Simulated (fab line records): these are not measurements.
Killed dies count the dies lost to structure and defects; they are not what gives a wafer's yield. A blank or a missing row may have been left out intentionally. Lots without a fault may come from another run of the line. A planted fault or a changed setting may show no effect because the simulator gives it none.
fab line records + flow nandHarc
record:
- lots: 12
- wafers: 36
- lastDay: 24
route steps=1159 shown P_ZERO_WELL@67 P_STI@80 P_GATE@141
lots untouched by any fault: they come from a run of this same line in which no faults occurred
startH: hours from the record's opening day to when the first of the lot's shown wafers began + waitH: hours since the lot's step before + " identical to the entry in the row above + L1.1+2: a single row standing in for several wafers + - value missing, or start not given + * or withheld: withheld + < > ~ a bound
route shown NAME@n: names a module that has steps shown in the file, with the first one's number in the route + usual: the fault-free wafers' mean and standard deviation + same: alike in all rows + chamber/n: place in a boat + sites: the reading at each site + _std_site: how widely they spread, as a standard deviation + _edge_site: the outer-site mean with the inner-site mean subtracted + radiusMm: how far each site lies from the wafer's centre + mask NAME#n: copy n + behind: the last tool/chamber to shape the wafer + hold: why the lot went on hold/how many hours it stayed there/how the hold came to an end + device: names the non-switching transistor (n, p or np) + end of line: the tests these same wafers got at the end of their route + where a step has no rows: the recipe by itself + killed: count of dies lost to structure and defects at first sort (not the wafer's yield) + map: per-die view of a wafer (x killed, . not killed, _ where there is no die)
set.NAME: the run value of the setting; set.NAME@STEP: its run value at that earlier step + model.NAME: the simulator's own value behind a step, which no gauge read
one table for each step of the route and one row for each wafer, over a sample of lots
services: when a tool's chamber went out of use (startH, in hours from the record's first day, below 0 if earlier), for how many hours, and the reason
== steps ==
step: NHARC_P_ZERO_WELL_RTA_42
recipe:
- tempC: 1100
- timeS: 300
usual:
- lampPowerPct: 35/4
- wafer_temp_C_max: 1105.5/1.6
| lot.wafer | tool         | chamber | startH | waitH | lampPowerPct | wafer_temp_C_max |
|-----------|--------------|---------|--------|-------|--------------|------------------|
| L905.1    | rtpAnneal-01 | 0       | 36.96  | -     | 32           | 1105.1           |
| L905.2    | "            | 0       | "      | "     | 32           | 1105.5           |
| L905.6    | "            | 0       | "      | "     | 32           | 1106.0           |
| L906.1    | rtpAnneal-01 | 0       | 43.03  | -     | 32           | 1106.6           |
| L906.2    | "            | 0       | "      | "     | 32           | 1104.6           |
| L906.3    | "            | 0       | "      | "     | 32           | 1106.7           |
| L907.2    | rtpAnneal-01 | 0       | 48.94  | -     | 32           | 1105.5           |
| L907.4    | "            | 0       | "      | "     | 32           | 1107.9           |
| L907.6    | "            | 0       | "      | "     | 32           | 1105.5           |
| L917.3    | rtpAnneal-02 | 0       | 109.29 | -     | 41           | 1105.1           |
| L917.4    | "            | 0       | "      | "     | 41           | 1104.6           |
| L917.5    | "            | 0       | "      | "     | 41           | 1103.3           |
| L918.1    | rtpAnneal-01 | 0       | 114.62 | -     | 32           | 1106.5           |
| L918.3    | "            | 0       | "      | "     | 32           | 1105.7           |
| L918.4    | "            | 0       | "      | "     | 32           | 1104.0           |
| L919.1    | rtpAnneal-01 | 0       | 120.89 | -     | 32           | 1107.4           |
| L919.2    | "            | 0       | "      | "     | 32           | 1105.2           |
| L919.3    | "            | 0       | "      | "     | 32           | 1106.1           |
| L920.1    | rtpAnneal-01 | 0       | 126.65 | -     | 32           | 1107.0           |
| L920.4    | "            | 0       | "      | "     | 32           | 1107.9           |
| L920.5    | "            | 0       | "      | "     | 32           | 1106.2           |
| L921.2    | rtpAnneal-02 | 0       | 132.98 | -     | 41           | 1103.8           |
| L921.4    | "            | 0       | "      | "     | 41           | 1104.4           |
| L921.6    | "            | 0       | "      | "     | 41           | 1103.5           |
| L922.3    | rtpAnneal-02 | 0       | 139.31 | -     | 41           | 1104.1           |
| L922.4    | "            | 0       | "      | "     | 41           | 1103.3           |
| L922.6    | "            | 0       | "      | "     | 41           | 1104.0           |
| L923.1    | rtpAnneal-01 | 0       | 145.34 | -     | 32           | 1107.8           |
| L923.2    | "            | 0       | "      | "     | 32           | 1108.2           |
| L923.3    | "            | 0       | "      | "     | 32           | 1104.1           |
| L924.1    | rtpAnneal-01 | 0       | 150.90 | -     | 32           | 1105.3           |
| L924.3    | "            | 0       | "      | "     | 32           | 1104.0           |
| L924.4    | "            | 0       | "      | "     | 32           | 1106.2           |
| L925.1    | rtpAnneal-01 | 0       | 156.79 | -     | 32           | 1107.3           |
| L925.4    | "            | 0       | "      | "     | 32           | 1107.8           |
| L925.5    | "            | 0       | "      | "     | 32           | 1105.6           |
step: NHARC_P_STI_EXPOSE_06
recipe:
- na: 0.55
- targetCdNm: 200
- doseMj: 37.69
- maskId: P_STI
| lot.wafer  | tool          | chamber | startH | waitH | mask       |
|------------|---------------|---------|--------|-------|------------|
| L905.1+2+6 | krfScanner-04 | 0       | 50.43  | -     | P_STI#0    |
| L906.1+2+3 | krfScanner-03 | 0       | 58.78  | -     | P_STI#0    |
| L907.2+4+6 | krfScanner-04 | 0       | 64.74  | -     | P_STI_R1#0 |
| L917.3+4+5 | krfScanner-04 | 0       | 121.77 | -     | P_STI#0    |
| L918.1+3+4 | krfScanner-04 | 0       | 132.40 | -     | P_STI#0    |
| L919.1+2+3 | krfScanner-04 | 0       | 137.12 | -     | P_STI#0    |
| L920.1+4+5 | krfScanner-01 | 0       | 142.36 | -     | P_STI#0    |
| L921.2+4+6 | krfScanner-04 | 0       | 148.73 | -     | P_STI#0    |
| L922.3+4+6 | krfScanner-04 | 0       | 154.78 | -     | P_STI#0    |
| L923.1+2+3 | krfScanner-03 | 0       | 161.13 | -     | P_STI#0    |
| L924.1+3+4 | krfScanner-01 | 0       | 166.89 | -     | P_STI#0    |
| L925.1+4+5 | krfScanner-03 | 0       | 173.97 | -     | P_STI#0    |
step: NHARC_P_STI_CD_MEAS_09
recipe:
- targetCdNm: 200
- landingEnergyEv: 500
usual:
- cdNm: 199.8/1.8
| lot.wafer | tool     | chamber | startH | waitH | cdNm  |
|-----------|----------|---------|--------|-------|-------|
| L905.1    | cdSem-01 | 0       | 50.58  | -     | 200.6 |
| L905.2    | "        | 0       | "      | "     | 204.2 |
| L905.6    | "        | 0       | "      | "     | 200.1 |
| L906.1    | cdSem-03 | 0       | 58.94  | -     | 199.0 |
| L906.2    | "        | 0       | "      | "     | 198.6 |
| L906.3    | "        | 0       | "      | "     | 199.2 |
| L907.2    | cdSem-03 | 0       | 64.89  | -     | 228.8 |
| L907.4    | "        | 0       | "      | "     | 228.2 |
| L907.6    | "        | 0       | "      | "     | 226.8 |
| L917.3    | cdSem-03 | 0       | 121.92 | -     | 201.1 |
| L917.4    | "        | 0       | "      | "     | 200.8 |
| L917.5    | "        | 0       | "      | "     | 198.6 |
| L918.1    | cdSem-03 | 0       | 132.55 | -     | 200.0 |
| L918.3    | "        | 0       | "      | "     | 201.0 |
| L918.4    | "        | 0       | "      | "     | 202.3 |
| L919.1    | cdSem-01 | 0       | 137.27 | -     | 200.8 |
| L919.2    | "        | 0       | "      | "     | 200.6 |
| L919.3    | "        | 0       | "      | "     | 200.7 |
| L920.1    | cdSem-02 | 0       | 142.51 | -     | 197.1 |
| L920.4    | "        | 0       | "      | "     | 201.1 |
| L920.5    | "        | 0       | "      | "     | 198.9 |
| L921.2    | cdSem-03 | 0       | 148.88 | -     | 202.3 |
| L921.4    | "        | 0       | "      | "     | 201.2 |
| L921.6    | "        | 0       | "      | "     | 199.3 |
| L922.3    | cdSem-03 | 0       | 154.93 | -     | 202.2 |
| L922.4    | "        | 0       | "      | "     | 204.6 |
| L922.6    | "        | 0       | "      | "     | 203.6 |
| L923.1    | cdSem-02 | 0       | 161.29 | -     | 199.8 |
| L923.2    | "        | 0       | "      | "     | 199.0 |
| L923.3    | "        | 0       | "      | "     | 195.7 |
| L924.1    | cdSem-03 | 0       | 167.04 | -     | 200.3 |
| L924.3    | "        | 0       | "      | "     | 199.7 |
| L924.4    | "        | 0       | "      | "     | 198.0 |
| L925.1    | cdSem-02 | 0       | 174.12 | -     | 200.6 |
| L925.4    | "        | 0       | "      | "     | 198.1 |
| L925.5    | "        | 0       | "      | "     | 200.2 |
step: NHARC_P_STI_OCD_MEAS_17
usual:
- trenchDepthNm: 303.2/2.6
- trenchFootCdNm: 157.4/1.8
| lot.wafer | tool   | chamber | startH | waitH | trenchDepthNm | trenchFootCdNm |
|-----------|--------|---------|--------|-------|---------------|----------------|
| L905.1    | ocd-02 | -       | 51.37  | 0.1   | 302.5         | 158.5          |
| L905.2    | "      | -       | "      | "     | 302.3         | 162.6          |
| L905.6    | "      | -       | "      | "     | 303.7         | 158.2          |
| L906.1    | ocd-02 | -       | 59.76  | 0.1   | 300.2         | 157.4          |
| L906.2    | "      | -       | "      | "     | 302.0         | 155.8          |
| L906.3    | "      | -       | "      | "     | 303.4         | 157.0          |
| L907.2    | ocd-02 | -       | 65.67  | 0.1   | 302.9         | 186.8          |
| L907.4    | "      | -       | "      | "     | 302.8         | 185.5          |
| L907.6    | "      | -       | "      | "     | 301.2         | 184.0          |
| L917.3    | ocd-01 | -       | 122.71 | 0.1   | 304.7         | 159.0          |
| L917.4    | "      | -       | "      | "     | 304.5         | 158.1          |
| L917.5    | "      | -       | "      | "     | 304.1         | 156.7          |
| L918.1    | ocd-02 | -       | 133.34 | 0.1   | 302.3         | 158.1          |
| L918.3    | "      | -       | "      | "     | 300.8         | 159.5          |
| L918.4    | "      | -       | "      | "     | 305.4         | 159.4          |
| L919.1    | ocd-02 | -       | 138.06 | 0.1   | 298.2         | 158.2          |
| L919.2    | "      | -       | "      | "     | 297.2         | 158.8          |
| L919.3    | "      | -       | "      | "     | 304.1         | 157.6          |
| L920.1    | ocd-01 | -       | 143.29 | 0.1   | 302.1         | 155.1          |
| L920.4    | "      | -       | "      | "     | 300.0         | 159.5          |
| L920.5    | "      | -       | "      | "     | 297.0         | 157.7          |
| L921.2    | ocd-01 | -       | 149.66 | 0.1   | 307.1         | 159.3          |
| L921.4    | "      | -       | "      | "     | 306.7         | 158.2          |
| L921.6    | "      | -       | "      | "     | 303.1         | 156.6          |
| L922.3    | ocd-02 | -       | 155.75 | 0.1   | 307.0         | 159.2          |
| L922.4    | "      | -       | "      | "     | 307.2         | 162.0          |
| L922.6    | "      | -       | "      | "     | 307.8         | 161.1          |
| L923.1    | ocd-01 | -       | 162.07 | 0.1   | 301.5         | 158.0          |
| L923.2    | "      | -       | "      | "     | 303.5         | 156.4          |
| L923.3    | "      | -       | "      | "     | 305.3         | 153.4          |
| L924.1    | ocd-01 | -       | 167.82 | 0.1   | 306.9         | 157.3          |
| L924.3    | "      | -       | "      | "     | 307.3         | 156.5          |
| L924.4    | "      | -       | "      | "     | 304.8         | 155.4          |
| L925.1    | ocd-01 | -       | 174.94 | 0.1   | 304.0         | 159.1          |
| L925.4    | "      | -       | "      | "     | 302.8         | 155.8          |
| L925.5    | "      | -       | "      | "     | 301.3         | 158.4          |
step: NHARC_P_GATE_CD_MEAS_26
recipe:
- targetCdNm: 120
- landingEnergyEv: 500
usual:
- cdNm: 119.9/0.55
| lot.wafer | tool     | chamber | startH | waitH | cdNm  |
|-----------|----------|---------|--------|-------|-------|
| L905.1    | cdSem-03 | 0       | 104.92 | -     | 120.0 |
| L905.2    | "        | 0       | "      | "     | 120.4 |
| L905.6    | "        | 0       | "      | "     | 119.9 |
| L906.1    | cdSem-01 | 0       | 110.37 | -     | 119.2 |
| L906.2    | "        | 0       | "      | "     | 119.9 |
| L906.3    | "        | 0       | "      | "     | 120.6 |
| L907.2    | cdSem-03 | 0       | 118.19 | -     | 120.4 |
| L907.4    | "        | 0       | "      | "     | 119.9 |
| L907.6    | "        | 0       | "      | "     | 120.5 |
| L917.3    | cdSem-02 | 0       | 173.21 | -     | 119.3 |
| L917.4    | "        | 0       | "      | "     | 120.0 |
| L917.5    | "        | 0       | "      | "     | 119.4 |
| L918.1    | cdSem-01 | 0       | 185.34 | -     | 120.6 |
| L918.3    | "        | 0       | "      | "     | 119.4 |
| L918.4    | "        | 0       | "      | "     | 119.7 |
| L919.1    | cdSem-03 | 0       | 190.86 | -     | 121.0 |
| L919.2    | "        | 0       | "      | "     | 121.1 |
| L919.3    | "        | 0       | "      | "     | 120.8 |
| L920.1    | cdSem-03 | 0       | 196.55 | -     | 119.6 |
| L920.4    | "        | 0       | "      | "     | 120.0 |
| L920.5    | "        | 0       | "      | "     | 119.8 |
| L921.2    | cdSem-03 | 0       | 204.80 | -     | 120.6 |
| L921.4    | "        | 0       | "      | "     | 120.2 |
| L921.6    | "        | 0       | "      | "     | 120.9 |
| L922.3    | cdSem-01 | 0       | 209.83 | -     | 118.8 |
| L922.4    | "        | 0       | "      | "     | 119.1 |
| L922.6    | "        | 0       | "      | "     | 119.7 |
| L923.1    | cdSem-01 | 0       | 217.23 | -     | 119.6 |
| L923.2    | "        | 0       | "      | "     | 119.7 |
| L923.3    | "        | 0       | "      | "     | 120.0 |
| L924.1    | cdSem-03 | 0       | 221.60 | -     | 119.2 |
| L924.3    | "        | 0       | "      | "     | 119.5 |
| L924.4    | "        | 0       | "      | "     | 119.1 |
| L925.1    | cdSem-01 | 0       | 228.72 | -     | 119.2 |
| L925.4    | "        | 0       | "      | "     | 119.9 |
| L925.5    | "        | 0       | "      | "     | 119.8 |
step: NHARC_P_GATE_STRIP_76
recipe:
- powerW: 1500
- tempC: 250
- chemistry: O2
usual:
- drypumpMotorCurrentA: 5.8/0.43
- heaterPowerW: 299/23
| lot.wafer | tool           | chamber | startH | waitH | drypumpMotorCurrentA | heaterPowerW | rfHoursCounterH |
|-----------|----------------|---------|--------|-------|----------------------|--------------|-----------------|
| L905.1    | plasmaAsher-02 | 0       | 119.69 | 0.2   | 5.8                  | 297          | 37              |
| L905.2    | "              | 1       | "      | "     | 6.1                  | 325          | 37              |
| L905.6    | "              | 1       | "      | "     | 6.1                  | 327          | -               |
| L906.2    | plasmaAsher-01 | 0       | 127.01 | 0.2   | 6.2                  | 275          | 6               |
| L906.1    | "              | 1       | "      | "     | 5.2                  | 296          | 6               |
| L906.3    | "              | 1       | "      | "     | 5.1                  | 296          | -               |
| L907.2    | plasmaAsher-02 | 0       | 133.23 | 0.2   | 5.8                  | 295          | 42              |
| L907.4    | "              | 0       | "      | "     | 5.7                  | 289          | -               |
| L907.6    | "              | 1       | "      | "     | 6.1                  | 328          | -               |
| L917.4    | plasmaAsher-01 | 0       | 190.62 | 0.2   | 6.3                  | 283          | -               |
| L917.3    | "              | 1       | "      | "     | 5.1                  | 299          | -               |
| L917.5    | "              | 0       | "      | "     | 6.3                  | 281          | -               |
| L918.1    | plasmaAsher-01 | 0       | 200.74 | 0.2   | 6.3                  | 280          | 32              |
| L918.3    | "              | 0       | "      | "     | 6.2                  | 274          | -               |
| L918.4    | "              | 1       | "      | "     | 5.1                  | 297          | -               |
| L919.2    | plasmaAsher-02 | 1       | 205.79 | 0.2   | 6.1                  | 349          | 5               |
| L919.1    | "              | 0       | "      | "     | 5.8                  | 274          | 5               |
| L919.3    | "              | 1       | "      | "     | 6.1                  | 354          | -               |
| L920.1    | plasmaAsher-02 | 0       | 211.98 | 0.2   | 5.8                  | 286          | 7               |
| L920.4    | "              | 1       | "      | "     | 6.1                  | 347          | -               |
| L920.5    | "              | 0       | "      | "     | 5.8                  | 282          | -               |
| L921.2    | plasmaAsher-01 | 0       | 219.66 | 0.2   | 6.2                  | 275          | 39              |
| L921.4    | "              | 1       | "      | "     | 5.2                  | 304          | -               |
| L921.6    | "              | 0       | "      | "     | 6.3                  | 274          | -               |
| L922.3    | plasmaAsher-01 | 1       | 224.43 | 0.2   | 5.2                  | 285          | -               |
| L922.4    | "              | 0       | "      | "     | 6.3                  | 278          | -               |
| L922.6    | "              | 0       | "      | "     | 6.3                  | 278          | -               |
| L923.2    | plasmaAsher-02 | 0       | 231.72 | 0.2   | 5.8                  | 286          | 14              |
| L923.1    | "              | 1       | "      | "     | 6.1                  | 352          | 14              |
| L923.3    | "              | 1       | "      | "     | 6.1                  | 344          | -               |
| L924.1    | plasmaAsher-01 | 1       | 236.21 | 0.2   | 5.1                  | 299          | 45              |
| L924.3    | "              | 0       | "      | "     | 6.3                  | 271          | -               |
| L924.4    | "              | 1       | "      | "     | 5.1                  | 292          | -               |
| L925.1    | plasmaAsher-01 | 1       | 243.61 | 0.2   | 5.2                  | 288          | 47              |
| L925.4    | "              | 1       | "      | "     | 5.1                  | 295          | -               |
| L925.5    | "              | 0       | "      | "     | 6.2                  | 275          | -               |
== services ==
| tool           | chamber | startH | hours | kind        |
|----------------|---------|--------|-------|-------------|
| plasmaAsher-02 | 0       | 15.13  | -     | clean       |
| plasmaAsher-02 | 1       | 15.13  | -     | clean       |
| krfScanner-01  | -       | 40.36  | 0.9   | repair      |
| krfScanner-01  | -       | 84.00  | 4.0   | pm          |
| krfScanner-04  | -       | 89.20  | 0.4   | repair      |
| plasmaAsher-01 | -       | 99.00  | 9.0   | pm          |
| plasmaAsher-01 | 0       | 99.00  | 9.0   | ventCycle   |
| plasmaAsher-01 | 1       | 99.00  | 9.0   | ventCycle   |
| krfScanner-04  | 0       | 101.16 | -     | calibration |
| krfScanner-04  | -       | 102.03 | 1.9   | repair      |
| krfScanner-03  | -       | 106.24 | 1.0   | repair      |
| plasmaAsher-01 | 0       | 108.00 | -     | clean       |
| plasmaAsher-01 | 1       | 108.00 | -     | clean       |
| krfScanner-04  | -       | 120.59 | 0.6   | repair      |
| krfScanner-04  | -       | 126.00 | 4.0   | pm          |
| krfScanner-01  | -       | 154.67 | 3.5   | repair      |
| krfScanner-03  | -       | 168.00 | 4.0   | pm          |
| plasmaAsher-02 | -       | 183.13 | 9.0   | pm          |
| plasmaAsher-02 | 0       | 183.13 | 9.0   | ventCycle   |
| plasmaAsher-02 | 1       | 183.13 | 9.0   | ventCycle   |
| plasmaAsher-02 | 0       | 192.13 | -     | clean       |
| plasmaAsher-02 | 1       | 192.13 | -     | clean       |
| krfScanner-04  | -       | 210.28 | 10.5  | repair      |
| krfScanner-01  | -       | 242.35 | 0.5   | repair      |
== key ==
firstSign:
- step: NHARC_P_STI_EXPOSE_06
- reading: mask
- direction: changed
effect:
- step: NHARC_P_STI_CD_MEAS_09
- reading: cdNm
- direction: up
- sigmas: 16
- usual: 199.8
- struck: 228.0
effect:
- step: NHARC_P_STI_OCD_MEAS_17
- reading: trenchFootCdNm
- direction: up
- sigmas: 16
- usual: 157.4
- struck: 185.4
metAt NHARC_P_STI_EXPOSE_06
struckLots L907
testerLeftOut L907
notActingAt NHARC_P_ZERO_WELL_RTA_42,NHARC_P_GATE_CD_MEAS_26,NHARC_P_GATE_STRIP_76
onsetBetween 50.43 64.74
fault:
- kind: wrongMask
- tool: any
- chamber: -
- onsetH: 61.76
- steps: NHARC_P_STI_EXPOSE_06
- auxCopy: P_STI_R1#0
- cdOffsetNm: 29.838
- scope: struckLotsOnly
testerLeftOut: of these lots the tester's yield and bins aren't shown, on N5 and GAA mostly nor the transistor test; their killed dies are dies lost to structure and defects alone, not to doping, threshold or leakage, so they don't give the yield
